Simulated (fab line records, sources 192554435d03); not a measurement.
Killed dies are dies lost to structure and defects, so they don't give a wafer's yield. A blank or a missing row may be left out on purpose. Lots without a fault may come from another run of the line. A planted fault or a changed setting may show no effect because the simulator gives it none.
Chamber matching | flow n5_finfet | N5_BEOL_M15_ILD_DEP_00 on pecvd-03: 3 sister chambers
The step deposits SiO2 from TEOS/O2, target thk 1629.3 nm, time 346.1 s. 22 wafers are shown with their chamber, then 11 later ones without.

WAFERS WITH THEIR CHAMBER
wafer  | chamber | throttle_valve_pct (%) | showerhead_plenum_p_Torr (Torr) | heater_power_w (W)
L075.4 | 2       | 18.2                   | 8.34                            | 357
L075.5 | 0       | 20.4                   | 8.37                            | 377
L075.6 | 1       | 19.1                   | 8.29                            | 510
L076.2 | 1       | 18.9                   | 8.29                            | 522
L076.3 | 0       | 20.2                   | 8.39                            | 512
L076.6 | 0       | 20.3                   | 8.39                            | 376
L077.3 | 2       | 18.5                   | 8.34                            | 403
L077.5 | 0       | 20.4                   | 8.38                            | 499
L077.6 | 1       | 19.0                   | 8.31                            | 494
L082.1 | 0       | 20.4                   | 8.39                            | 515
L082.3 | 1       | 18.9                   | 8.29                            | 513
L082.4 | 0       | 20.3                   | 8.38                            | 370
L084.2 | 0       | 20.1                   | 8.36                            | 499
L084.3 | 0       | 20.2                   | 8.41                            | 371
L084.6 | 0       | 20.3                   | 8.37                            | 466
L085.2 | 1       | 19.1                   | 8.30                            | 645
L085.4 | 0       | 20.6                   | 8.37                            | 375
L085.5 | 2       | 18.8                   | 8.34                            | 354
L089.1 | 0       | 20.2                   | 8.37                            | 488
L089.2 | 2       | 18.5                   | 8.33                            | 435
L089.3 | 1       | 19.2                   | 8.31                            | 498
L088.1 | 2       | 18.5                   | 8.35                            | 442

SIGNATURES (means of the wafers above)
reading                  | chamber 0 | chamber 1 | chamber 2 | scatter within a chamber
throttle_valve_pct       | 20.309    | 19.033    | 18.500    | 0.153
showerhead_plenum_p_Torr | 8.3800    | 8.2983    | 8.3400    | 0.0119
heater_power_w           | 440.73    | 530.33    | 398.20    | 58.9
Rule: a wafer's distance from a chamber is the root of the sum, over the readings, of the square of ((its reading less the chamber's mean) divided by the reading's scatter). The wafer belongs to the nearest chamber; if the next one is less than 2 further off, it can't be placed. The scatter: the root of (the sum of the squares of (reading less its chamber's mean) over the shown wafers, divided by (wafers less chambers)).

WAFERS WITHOUT THEIR CHAMBER
wafer  | throttle_valve_pct (%) | showerhead_plenum_p_Torr (Torr) | heater_power_w (W)
L088.5 | 20.3                   | 8.37                            | 383
L088.6 | 18.7                   | 8.31                            | 641
L091.2 | 19.0                   | 8.30                            | 509
L091.5 | 18.9                   | 8.35                            | 447
L091.6 | 18.9                   | 8.29                            | 502
L094.3 | 18.9                   | 8.30                            | 660
L094.4 | 20.2                   | 8.38                            | 386
L094.6 | 19.2                   | 8.29                            | 520
L096.4 | 18.6                   | 8.30                            | 633
L096.5 | 20.3                   | 8.39                            | 515
L096.6 | 18.7                   | 8.35                            | 467

WHICH CHAMBER EACH WENT THROUGH
wafer  | from the rows above     | in truth
L088.5 | 0                       | 0
L088.6 | can't be placed: 1 or 2 | 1
L091.2 | 1                       | 1
L091.5 | can't be placed: 2 or 1 | 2
L091.6 | 1                       | 1
L094.3 | 1                       | 1
L094.4 | 0                       | 0
L094.6 | 1                       | 1
L096.4 | can't be placed: 1 or 2 | 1
L096.5 | 0                       | 0
L096.6 | 2                       | 2
Placed correctly: 8 of 11. Can't be placed from these rows: 3 (the true chamber is among the candidates in 3). Placed wrongly: 0.
